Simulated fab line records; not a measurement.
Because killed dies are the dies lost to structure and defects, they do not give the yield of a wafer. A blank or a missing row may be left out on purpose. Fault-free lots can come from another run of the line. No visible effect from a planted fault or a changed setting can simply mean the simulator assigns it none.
Which tool did it? | flow nand harc | Sampling: 12 lots, 36 wafers, 4 of 1302 route steps

## WHAT EACH GAUGE READ, for each wafer
NHARC_A_WL_FILL_INSPECT_15.
lot  | measured     | on                | raw defect count
L077 | day 21 22:50 | defect inspect-01 | 762 500 544
L075 | day 21 22:50 | defect inspect-02 | 384 446 565
L079 | day 23 08:49 | defect inspect-02 | 647 446 574
L081 | day 24 19:22 | defect inspect-02 | 850 409 515
L082 | day 25 03:51 | defect inspect-01 | 410 416 492
L086 | day 25 14:56 | defect inspect-02 | 461 562 454
L089 | day 27 00:38 | defect inspect-02 | 664 545 490
L087 | day 27 06:37 | defect inspect-01 | 553 420 405
L091 | day 28 10:17 | defect inspect-01 | 501 508 451
L092 | day 29 01:33 | defect inspect-02 | 772 508 371
L095 | day 29 19:52 | defect inspect-02 | 546 378 403
L096 | day 30 23:46 | defect inspect-01 | 657 326 500

## EACH LOT AND THE TOOL THAT RAN IT (in order: tool; ch and the chambers of the sampled wafers; start)
lot  | NHARC_A_SGD_CUT_STRIP_17                      | NHARC_A_SGD_CUT_CMP_21        | NHARC_A_WL_FILL_ALD_10
L077 | rie diel-08 ch 0,1,3, day 20 07:26 or earlier | cmp-02 ch 0,2, day 20 07:26   | ald hk-02 ch 1,2, day 21 11:43
L075 | rie diel-07 ch 0,1,3, day 20 07:28 or earlier | cmp-03 ch 1,2,3, day 20 07:28 | ald hk-04 ch 0,2,3, day 21 13:38
L079 | rie diel-07 ch 0,1,2, day 21 15:47 or earlier | cmp-03 ch 0,1,3, day 21 15:47 | ald hk-04 ch 0,2,3, day 22 22:37
L081 | rie diel-07 ch 0,1,3, day 23 05:05 or earlier | cmp-04 ch 0,2,3, day 23 05:05 | ald hk-02 ch 0,1,2, day 24 08:11
L082 | rie diel-07 ch 1,3, day 23 14:22 or earlier   | cmp-02 ch 0,3, day 23 14:22   | ald hk-03 ch 2,3, day 24 15:41
L086 | rie diel-01 ch 1,2,3, day 23 14:35 or earlier | cmp-04 ch 0,2,3, day 23 14:35 | ald hk-02 ch 0,3, day 25 04:17
L089 | rie diel-07 ch 0,1,3, day 25 04:23 or earlier | cmp-04 ch 0,1, day 25 04:23   | ald hk-02 ch 2,3, day 26 13:51
L087 | rie diel-08 ch 0,3, day 25 12:03 or earlier   | cmp-02 ch 0,3, day 25 12:03   | ald hk-03 ch 0,1,2, day 26 19:55
L091 | rie diel-01 ch 1,3, day 26 18:10 or earlier   | cmp-04 ch 0,1,2, day 26 18:10 | ald hk-02 ch 0,2,3, day 28 00:13
L092 | rie diel-07 ch 0,2,3, day 27 10:28 or earlier | cmp-04 ch 1,2,3, day 27 10:28 | ald hk-03 ch 0,3, day 28 14:56
L095 | rie diel-08 ch 0,3, day 28 05:54 or earlier   | cmp-04 ch 0,2,3, day 28 05:54 | ald hk-03 ch 0,2,3, day 29 09:15
L096 | rie diel-01 ch 0,1,3, day 29 08:58 or earlier | cmp-04 ch 0,1, day 29 08:58   | ald hk-04 ch 0,1,2, day 30 14:21
- NHARC_A_SGD_CUT_STRIP_17: strips in O2.
- NHARC_A_SGD_CUT_CMP_21: polishes, target thk 148.19 nm.
- NHARC_A_WL_FILL_ALD_10: deposits SiO2, target thk 50 nm, pulse time 10 s, ald cycles 500.

## THE ANSWER, worked out from the rows above alone
Rule: what is usual is taken from the lots themselves. Put in order of their means at a reading, lots are off if they are a third of the lots or fewer, leave a main group of 4 or more, and stand apart from it by a gap of 3 or more times the standard deviation of the main group's means; of several such gaps the widest counts. The tables above print the reading to a certain number of digits; a main group whose means all agree to those digits is not used. Also off: a lot with no number at a reading for which 4 or more lots have one. The other lots that the step has rows for count as sound.
No lot is off at any reading shown: from this, nothing can be told.

## WHAT THE SIMULATOR HAD PUT IN
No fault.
